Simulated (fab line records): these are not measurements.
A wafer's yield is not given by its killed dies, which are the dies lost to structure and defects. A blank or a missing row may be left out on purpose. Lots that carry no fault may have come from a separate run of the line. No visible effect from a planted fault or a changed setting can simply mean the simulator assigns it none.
Which tool was responsible?    flow nandHarc    36 wafers from 12 lots sampled at 5 of the route's 1159 steps

== WHAT EACH GAUGE READ, for each wafer ==
NHARC_P_M1_INSPECT_11.
lot   measured      on                rawDefectCount
L766  day 6 10:03   defectInspect-02  5 4 2
L767  day 6 13:35   defectInspect-01  1 3 2
L772  day 7 12:15   defectInspect-01  4 5 7
L774  day 8 03:53   defectInspect-01  6 10 7
L775  day 8 08:17   defectInspect-01  3 3 4
L779  day 9 10:25   defectInspect-01  3 3 4
L783  day 10 02:56  defectInspect-02  2 2 4
L782  day 10 03:37  defectInspect-02  5 4 4
L785  day 10 19:13  defectInspect-02  1 3 3
L784  day 10 19:36  defectInspect-01  2 3 5
L787  day 11 04:37  defectInspect-02  2 4 3
L788  day 11 05:01  defectInspect-01  5 1 4

NHARC_END_SORT_01.
lot   measured      on         defectLimitedYield (%)  killedAtArray  killedAtOther  killedAtPeriphery  killedDies  killedOpen  killedShort  sort_bin_2_pct (%)  sort_bin_3_pct (%)  sort_bin_4_pct (%)  sortNPass    sortRimYieldPct (%)  sortYieldPct (%)
L785  day 23 23:07  prober-02  92.5 93.1 91.4          48 46 51       1 0 2          2 1 5              51 47 58    5 4 8       3 4 0        2.5 2.4 2.8         0.59 0.30 0.59      4.4 4.3 5.2         626 630 619  89.6 88.7 89.6       92.5 93.1 91.4

== EACH LOT AND THE TOOL THAT RAN IT (in order: tool; ch and the chambers of the sampled wafers; start) ==
lot   NHARC_P_M0_PVD_20                       NHARC_P_M1_SOFTBAKE_04            NHARC_P_M1_STRIP_18
L766  pvdSputter-03, day 6 09:00 or earlier   lithoTrack-04 ch 0, day 6 09:00   rieDiel-09 ch 0,2, day 6 10:29
L767  pvdSputter-02, day 6 13:00 or earlier   lithoTrack-06 ch 0, day 6 13:00   rieDiel-07 ch 2,3, day 6 14:01
L772  pvdSputter-01, day 7 11:00 or earlier   lithoTrack-06 ch 0, day 7 11:00   rieDiel-07 ch 0,1,3, day 7 12:43
L774  pvdSputter-03, day 8 03:00 or earlier   lithoTrack-06 ch 0, day 8 03:00   rieDiel-09 ch 0,1,3, day 8 04:34
L775  pvdSputter-01, day 8 07:00 or earlier   lithoTrack-06 ch 0, day 8 07:00   rieDiel-07 ch 0,1,3, day 8 08:47
L779  pvdSputter-01, day 9 09:00 or earlier   lithoTrack-04 ch 0, day 9 09:00   rieDiel-07 ch 1,2,3, day 9 10:55
L783  pvdSputter-03, day 10 02:00 or earlier  lithoTrack-04 ch 0, day 10 02:00  rieDiel-07 ch 1,2,3, day 10 03:22
L782  pvdSputter-01, day 10 03:00 or earlier  lithoTrack-04 ch 0, day 10 03:00  rieDiel-07 ch 1,2,3, day 10 04:03
L785  pvdSputter-03, day 10 18:00 or earlier  lithoTrack-01 ch 0, day 10 18:00  rieDiel-05 ch 0,2,3, day 10 19:43
L784  pvdSputter-02, day 10 19:00 or earlier  lithoTrack-01 ch 0, day 10 19:00  rieDiel-09 ch 0,3, day 10 20:03
L787  pvdSputter-01, day 11 04:00 or earlier  lithoTrack-04 ch 0, day 11 04:00  rieDiel-09 ch 1,2, day 11 05:04
L788  pvdSputter-03, day 11 04:00 or earlier  lithoTrack-01 ch 0, day 11 04:00  rieDiel-05 ch 1,3, day 11 05:30
- NHARC_P_M0_PVD_20: deposits TaN, target thk 5 nm, time 8.06 s.
- NHARC_P_M1_SOFTBAKE_04: time 55 s.
- NHARC_P_M1_STRIP_18: strips in N2/H2.

== WHAT THE TOOLS THEMSELVES READ (means of the sampled wafers that have a number; where no wafer has one, the mark that the record gives instead) ==
NHARC_P_M0_PVD_20.
lot   tool           throttleValvePct (%)
L766  pvdSputter-03  29.3
L767  pvdSputter-02  29.4
L772  pvdSputter-01  29.7
L774  pvdSputter-03  28.7
L775  pvdSputter-01  29.2
L779  pvdSputter-01  29.8
L783  pvdSputter-03  28.7
L782  pvdSputter-01  29.8
L785  pvdSputter-03  28.5
L784  pvdSputter-02  29.3
L787  pvdSputter-01  29.2
L788  pvdSputter-03  29.6

NHARC_P_M1_SOFTBAKE_04.
lot   tool           heaterPowerTotalW (W)  resistLineTempC (C)
L766  lithoTrack-04  188.35                 23.09
L767  lithoTrack-06  188.32                 23.12
L772  lithoTrack-06  188.56                 22.99
L774  lithoTrack-06  180.59                 23.09
L775  lithoTrack-06  180.74                 23.08
L779  lithoTrack-04  188.49                 22.89
L783  lithoTrack-04  188.46                 23.01
L782  lithoTrack-04  188.51                 22.97
L785  lithoTrack-01  188.57                 22.93
L784  lithoTrack-01  188.58                 23.00
L787  lithoTrack-04  188.40                 22.94
L788  lithoTrack-01  188.56                 23.04

NHARC_P_M1_STRIP_18.
lot   tool        drypumpMotorCurrentA (A)  oesProductAu (a.u.)  powerW (W)  rfVppV (V)  showerheadPlenumPTorr (Torr)  throttleValvePct (%)
L766  rieDiel-09  5.3                       1.000                996.9       90.3        2.07                          14.174
L767  rieDiel-07  5.3                       1.005                1001.4      90.5        1.99                          14.181
L772  rieDiel-07  5.2                       1.017                1001.5      90.8        2.05                          14.175
L774  rieDiel-09  5.6                       1.001                997.8       90.7        2.01                          14.163
L775  rieDiel-07  5.2                       1.012                1001.2      91.3        2.05                          14.176
L779  rieDiel-07  5.3                       1.007                998.7       90.4        2.03                          14.170
L783  rieDiel-07  5.3                       1.007                1001.8      91.3        2.03                          14.173
L782  rieDiel-07  5.3                       1.001                997.2       90.4        2.03                          14.173
L785  rieDiel-05  6.0                       1.005                1000.2      90.9        2.01                          14.163
L784  rieDiel-09  5.4                       0.998                999.3       90.7        1.98                          14.169
L787  rieDiel-09  5.4                       0.999                997.8       91.9        2.17                          14.170
L788  rieDiel-05  6.0                       0.984                1000.8      90.6        2.04                          14.176

== THE ANSWER, worked out from the rows above alone ==
Rule: the usual values come from the lots themselves. Put in order of their means at a reading, lots are off if they are a third of the lots or fewer, leave a main group of 4 or more, and stand apart from it by a gap of 3 or more times the standard deviation of the main group's means; of several such gaps the widest counts. A main group is skipped when, at the precision printed for the reading in the tables above, its means are all equal. A lot without any number at a reading at which 4 lots or more have one is off too. All remaining lots with rows at the step are treated as sound. Order of review: gauges by route order, followed by the tools' own readings, for which a lot's mean as printed above is used. At the first step where some lot is off, the reading lying furthest off is the one used; lots without a number count as furthest.
Off at NHARC_P_M1_SOFTBAKE_04 (heaterPowerTotalW): L774, L775. Main group: mean 188.48 W, sd 0.09.
A tool fits if, at that step or a process step before it, it ran every lot that is off, and no sound lot after the first of them. NHARC_P_M0_PVD_20: start missing for some lots; hours and lot order therefore follow NHARC_P_M1_SOFTBAKE_04. One fits: NHARC_P_M1_SOFTBAKE_04 on lithoTrack-06. A fault onset in the window from L772 (day 7 11:00, its last sound lot) to L774 (day 8 03:00, its first lot off) fits.
On the lots that are off, the tool's own readings at NHARC_P_M1_SOFTBAKE_04 differ by more than 5 times the standard deviation of the sound lots' means, which bears it out; heaterPowerTotalW reads 180.67 W there versus 188.48 W on the sound lots.

== WHAT WAS PUT IN BY THE SIMULATOR ==
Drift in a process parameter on lithoTrack-06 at NHARC_P_M1_SOFTBAKE_04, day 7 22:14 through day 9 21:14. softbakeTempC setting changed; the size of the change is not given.
Struck lots among those shown: L774, L775. The rule given above showed the same thing.
